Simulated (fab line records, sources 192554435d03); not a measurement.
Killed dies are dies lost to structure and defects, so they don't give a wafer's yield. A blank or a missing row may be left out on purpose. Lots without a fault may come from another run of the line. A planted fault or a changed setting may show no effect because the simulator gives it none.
Chamber matching | flow n5_finfet | N5_BEOL_M1_DEP_57 on pecvd-03: 3 sister chambers
The step deposits SiCN from 3MS/NH3, target thk 8 nm, time 14 s. 6 wafers are shown with their chamber, then 7 later ones without.

WAFERS WITH THEIR CHAMBER
wafer  | chamber | throttle_valve_pct (%) | showerhead_plenum_p_Torr (Torr)
L074.4 | 2       | 8.6                    | 3.642
L094.1 | 2       | 7.9                    | 3.635
L094.2 | 1       | 9.7                    | 3.655
L094.3 | 0       | 10.2                   | 3.660
L094.4 | 1       | 9.9                    | 3.657
L094.5 | 0       | 9.9                    | 3.658

WAFERS WITHOUT THEIR CHAMBER
wafer  | throttle_valve_pct (%) | showerhead_plenum_p_Torr (Torr)
L094.6 | 7.9                    | 3.645
L095.2 | 8.0                    | 3.644
L095.4 | 9.9                    | 3.659
L095.6 | 9.9                    | 3.649
L097.2 | 9.8                    | 3.658
L097.4 | 9.8                    | 3.658
L097.5 | 7.9                    | 3.646

WHICH CHAMBER EACH WENT THROUGH
wafer  | from the rows above     | in truth
L094.6 | 2                       | 2
L095.2 | 2                       | 2
L095.4 | can't be placed: 0 or 1 | 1
L095.6 | can't be placed: 1 or 0 | 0
L097.2 | can't be placed: 1 or 0 | 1
L097.4 | can't be placed: 1 or 0 | 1
L097.5 | 2                       | 2
Placed correctly: 3 of 7. Can't be placed from these rows: 4 (the true chamber is among the candidates in 4). Placed wrongly: 0.
How it was worked out, from the rows above alone: a wafer's distance from a chamber is the root of the sum, over the readings, of the square of ((its reading less the chamber's mean) divided by the reading's scatter). The wafer belongs to the nearest chamber; if the next one is less than 2 further off, it can't be placed. A chamber's mean is the mean of its shown wafers. The scatter: the root of (the sum of the squares of (reading less its chamber's mean) over the shown wafers, divided by (wafers less chambers)).
